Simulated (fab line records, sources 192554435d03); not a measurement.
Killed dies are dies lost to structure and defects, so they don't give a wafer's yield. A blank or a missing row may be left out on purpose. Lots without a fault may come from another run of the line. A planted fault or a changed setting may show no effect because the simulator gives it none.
A struck lot beside a sound one | flow n5_finfet | 18 steps out of a route of 1938
Sound: wafers L628.1, L628.4, L628.5. Struck: wafers L622.4, L622.5, L622.6. The cause comes at the end.
At each step with rows: each side's tool, then ch and its chambers, then its first start. Under that, the readings that differ: sound wafers | struck wafers | difference of the means | sigmas: that difference in standard deviations of wafers without a fault.
alike: readings whose means differ by less than 2 such deviations, and words and numbers that are the same on both sides. not compared: withheld readings, readings that some wafer has no value for, bounds like >300 that may hide the same value, and numbers for which the record gives no deviation and whose values overlap.
The two part at a step that has a row with sigmas, a row that says differs or no value, or rows on one side only. Numbers that don't overlap but have no deviation are shown without sigmas and don't part them. A reading that every wafer of one side lacks parts them only if that side has two wafers or more.

N5_BEOL_M11_ETCH_61: etches SiARC in CF4, target depth 39 nm, time 65 s.
  sound on rie_diel-05 ch 0,1,2, day 13 12:43; struck on rie_diel-05 ch 0,3, day 12 05:19
  alike: bias_w, drypump_motor_current_A, etch_rf_on_time_s, oes_product_au, rf_vpp_V, showerhead_plenum_p_Torr, throttle_valve_pct
  not compared: rf_hours_counter_h
N5_BEOL_M11_ETCH_62: etches SOC in N2/H2, target depth 110 nm, overetch 22 nm, time 165 s.
  sound on rie_diel-05 ch 0,1,2, day 13 12:46; struck on rie_diel-05 ch 0,3, day 12 05:22
  alike: bias_w, drypump_motor_current_A, oes_product_au, rf_vpp_V, showerhead_plenum_p_Torr, throttle_valve_pct
  not compared: rf_hours_counter_h
then, 1 step without rows for these wafers: N5_BEOL_M11_STRIP_68 (strips in N2/H2).
N5_BEOL_M11_STRIP_67: strips in CF4.
  sound on rie_diel-05 ch 0,1,2, day 13 12:55; struck on rie_diel-05 ch 0,3, day 12 05:31
  alike: drypump_motor_current_A, oes_product_au, rf_vpp_V, showerhead_plenum_p_Torr, throttle_valve_pct
  not compared: rf_hours_counter_h
N5_BEOL_M11_HM_OPEN_17: chemistry Cl2/BCl3, target TiN, target depth 20 nm, overetch 6 nm.
  sound on rie_metal-01 ch 0, day 13 12:57; struck on rie_metal-02 ch 0,1, day 12 05:35
  reading                     | sound       | struck      | difference | sigmas
  drypump_motor_current_A (A) | 5.7 5.7 5.7 | 6.5 6.5 6.3 | +0.7       | +2
  alike: bcl3_flow_sccm, bias_w, oes_product_au, throttle_valve_pct
  not compared: rf_hours_counter_h
N5_BEOL_M11_STRIP_19: strips in O2.
  sound on rie_diel-05 ch 1,2, day 13 13:09; struck on rie_diel-01 ch 1,2,3, day 12 05:40
  alike: drypump_motor_current_A, o2_flow_sccm, oes_product_au, rf_vpp_V, showerhead_plenum_p_Torr, throttle_valve_pct
  not compared: rf_hours_counter_h
N5_BEOL_M11_CD_MEAS_18: pitch 140 nm, target cd 70 nm.
  sound on cd_sem-01, day 13 13:13; struck on cd_sem-03, day 12 05:44
  alike: cd_nm
then, 5 steps without rows for these wafers: N5_BEOL_M11_COAT_63 (time 60 s, resist thk 100 nm); N5_BEOL_M11_COAT_64 (time 60 s, resist thk 30 nm); N5_BEOL_M11_COAT_22 (resist thk 90 nm); N5_BEOL_M11_EBR_24; N5_BEOL_M11_SOFTBAKE_23 (time 60 s).
N5_BEOL_M11_EXPOSE_25: exposes mask V10.
  sound on arfi_scanner-02 ch 0, day 13 13:57; struck on arfi_scanner-01 ch 0, day 12 07:17
  reading              | sound          | struck         | difference | sigmas
  exposure_dose_mJ_cm2 | 85.3 85.5 85.4 | 80.2 80.2 80.3 | -5.2       | -12
  alike: mask
then, 2 steps without rows for these wafers: N5_BEOL_M11_PEB_26 (peb time 60 s); N5_BEOL_M11_DEVELOP_27 (develop time 30 s).
N5_BEOL_M11_CD_MEAS_28: target cd 70 nm.
  sound on cd_sem-01 ch 0, day 13 14:05; struck on cd_sem-01 ch 0, day 12 07:25
  reading    | sound          | struck         | difference | sigmas
  cd_nm (nm) | 70.5 70.1 70.2 | 62.5 60.9 61.6 | -8.6       | -7
N5_BEOL_M11_OVL_MEAS_29:
  sound on overlay-01 ch 0, day 13 14:07; struck on overlay-01 ch 0, day 12 07:26
  alike: V10_OVL
N5_PASSIVATION_PROBE_49:
  the record has rows for the struck wafers here (prober-01, day 13 21:26) and none for the sound ones

WHERE THEY PART
First at N5_BEOL_M11_HM_OPEN_17; last, within this record, at N5_PASSIVATION_PROBE_49.

WHY: what the simulator had put in
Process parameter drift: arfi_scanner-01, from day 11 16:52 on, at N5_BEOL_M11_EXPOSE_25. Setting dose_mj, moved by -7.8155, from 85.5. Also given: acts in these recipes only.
